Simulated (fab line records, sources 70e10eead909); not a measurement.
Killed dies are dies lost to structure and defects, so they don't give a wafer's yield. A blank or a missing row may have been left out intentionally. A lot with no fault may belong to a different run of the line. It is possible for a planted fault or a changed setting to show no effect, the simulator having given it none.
Problem report, 8D (eight disciplines) form, completed by code	flow nandHarc	the parts of the form that need people (team, actions taken, sign-off) are left out

## 1. WHAT IS WRONG
Wafers without a fault read 232.2 s, standard deviation 0.4; runLengthS at NHARC_A_STAIRCASE_TRIM_12 reads a mean of 256.2 s on 2 wafers belonging to 2 lots. Relative to the usual mean, that is a shift of +60 standard deviations.
The step: chemistry O2, time 211.2 s.
Earliest sighting: wafer L610.5 on rieDiel-03 at day 22 19:53. Wafers with a number at this step in the record: 40, from 14 lots. By rule, "out" or "out of limits" means more than 4 standard deviations away from the usual mean. Any other wafer with a number is counted as sound.

## 2. WHAT IT IS; WHAT IT IS NOT
question	is	is not
which readings at this step	runLengthS	drypumpMotorCurrentA, oesProductAu, rfVppV, showerheadPlenumPTorr, throttleValvePct
which lots	L610, L612	L594, L596, L597, L598, L599, L600, L601, L602, L603, L606, L608, L611
which wafers of those lots	L610.5, L612.5	L610.2, L612.2
read on which tools	rieDiel-03	rieDiel-05, rieDiel-06
when	from day 22 19:53	up to then (37 sound wafers); but 1 sound wafer of L612 came after

## 3. SUSPECTS, AND WHAT RULES EACH OUT
Counting: if a tool at a process step up to the reading ran every lot that is out, it stays a suspect. Sound lots after the first of them don't rule it out here, since some wafers of a struck lot are sound.
- rieDiel-03 at NHARC_A_STAIRCASE_TRIM_12 (chemistry O2, time 211.2 s): kept. It ran every lot that is out, first L610 (day 22 19:53); its last sound lot up to then is L608 (day 21 19:04). Out on those wafers are its own readings of runLengthS.
Remaining after the count: rieDiel-03 at NHARC_A_STAIRCASE_TRIM_12.

## 4. THE CAUSE (what the simulator had put in)
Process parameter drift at NHARC_A_STAIRCASE_TRIM_12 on rieDiel-03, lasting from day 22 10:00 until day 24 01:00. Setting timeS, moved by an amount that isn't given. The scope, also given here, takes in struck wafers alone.
Counting left only this tool.

## 5. THE EFFECT CHAIN, in route order
One row per reading whose mean, taken over the struck wafers that have a number, lies over 3 standard deviations from the usual. Readings are gone through only where the record gives a usual standard deviation; hours: the median, over the lots, of the time from a lot's start at the first step in this table giving one to that lot's start at this step; sigmas: the change measured in usual standard deviations.
hours	step	reading	usual	on struck wafers	change	sigmas
0	NHARC_A_STAIRCASE_TRIM_12	runLengthS	232.2 s	256.2	+24.0	+60
It contains these process steps:
- NHARC_A_STAIRCASE_TRIM_12: chemistry O2, time 211.2 s.

## 6. WHAT WOULD HAVE CAUGHT IT SOONER
The fault began at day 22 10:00; the first out-of-limits reading in this record came at day 22 19:53, 10 hours later.
